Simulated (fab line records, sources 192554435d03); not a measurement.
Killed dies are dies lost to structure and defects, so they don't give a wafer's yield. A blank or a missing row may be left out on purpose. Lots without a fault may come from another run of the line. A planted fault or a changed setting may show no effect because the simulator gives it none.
Split-lot experiment | flow n5_finfet | 7 lots, 21 wafers read, on a route of 1938 steps

THE SPLIT
At N5_BEOL_M6_COAT_64 (time 60 s, resist thk 12 nm), the setting spin_rpm was moved away from the recipe's 1500 rpm on 4 of the 21 wafers read, by -10.1% to +9.5%. The other wafers ran this setting at the recipe's value.

FROM THE SPLIT TO THE READING: what the file shows between them, 4 steps
- N5_BEOL_M6_COAT_71: time 60 s, resist thk 5 nm
- N5_BEOL_M6_COAT_22: resist thk 30 nm
- N5_BEOL_M6_DESCUM_33: chemistry O2, time 7 s
- N5_BEOL_M6_ETCH_72: etches underlayer in N2/H2, target depth 6.5 nm, time 5.2 s

THE READING
etch.depth_nm (the simulator's own value, which no gauge read), in nm, at N5_BEOL_M6_ETCH_65 (etches SiARC in CF4, target depth 15.6 nm, time 26 s). The file gives no usual value for it. The 17 wafers here that ran the recipe average 12.00 nm, standard deviation 0.031 nm.

wafer  | tool, chamber at the split | spin_rpm as run, rpm | against the recipe | etch.depth_nm, nm | against lot-mates on the recipe
L076.2 | litho_track-04, 0          | 1500                 | recipe             | 12.02             | -
L076.3 | litho_track-04, 0          | 1500                 | recipe             | 12.01             | -
L076.4 | litho_track-04, 0          | 1500                 | recipe             | 11.97             | -
L078.1 | litho_track-04, 0          | 1500                 | recipe             | 12.05             | -
L078.4 | litho_track-04, 0          | 1500                 | recipe             | 12.06             | -
L078.6 | litho_track-04, 0          | 1500                 | recipe             | 12.03             | -
L079.1 | litho_track-04, 0          | 1500                 | recipe             | 12                | -
L079.2 | litho_track-04, 0          | 1500                 | recipe             | 11.95             | -
L079.4 | litho_track-04, 0          | 1500                 | recipe             | 11.99             | -
L084.1 | litho_track-02, 0          | 1348                 | -10.1%             | 12.64             | +0.64
L084.3 | litho_track-02, 0          | 1500                 | recipe             | 12                | -
L084.6 | litho_track-02, 0          | 1348                 | -10.1%             | 12.66             | +0.66
L088.1 | litho_track-03, 0          | 1500                 | recipe             | 11.98             | -
L088.5 | litho_track-03, 0          | 1500                 | recipe             | 11.96             | -
L088.6 | litho_track-03, 0          | 1500                 | recipe             | 11.96             | -
L087.1 | litho_track-04, 0          | 1642                 | +9.5%              | 11.45             | -0.55
L087.4 | litho_track-04, 0          | 1642                 | +9.5%              | 11.49             | -0.51
L087.5 | litho_track-04, 0          | 1500                 | recipe             | 12                | -
L090.3 | litho_track-03, 0          | 1500                 | recipe             | 11.96             | -
L090.5 | litho_track-03, 0          | 1500                 | recipe             | 12.02             | -
L090.6 | litho_track-03, 0          | 1500                 | recipe             | 12                | -

THE FIT
A straight line over all 21 wafers: etch.depth_nm changes by -0.0603 nm for each +1% of spin_rpm; r = -0.99; the points scatter about the line by 0.035 nm.
The same after taking each lot's own level away (the mean of its wafers on the recipe; 21 wafers): -0.0603 nm for each +1%; r = -1.00; scatter 0.025 nm.
On that fit, the largest move of spin_rpm shifts the reading by 0.61 nm.
The lots' own levels span 11.967 to 12.047 nm, that is 2.6 times the standard deviation above.
So the lot-to-lot level changes the slope little: the two slopes agree.
Check: with one of the wafers moved furthest among these (-10.1%) left out of the fit, the line predicts +0.609 nm for it against its lot-mates. It came out at +0.64 nm against them.

THE WHOLE CHAIN: every reading that the file lists as answering this split, in the file's order
step               | what it does                                         | reading                                                                          | change (the file's fit)                | r (the file's)
N5_BEOL_M6_COAT_64 | time 60 s, resist thk 12 nm                          | SiARC_of_BEOL_M6_COAT_64.thk_nm (the simulator's own value, which no gauge read) | -0.0612 nm for each +1% of the setting | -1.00
N5_BEOL_M6_ETCH_65 | etches SiARC in CF4, target depth 15.6 nm, time 26 s | etch.depth_nm (the simulator's own value, which no gauge read)                   | -0.0605 nm for each +1% of the setting | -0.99

THE FILE'S OWN FIT
etch.depth_nm changes by -0.0605 nm for each +1% of spin_rpm, r = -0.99.
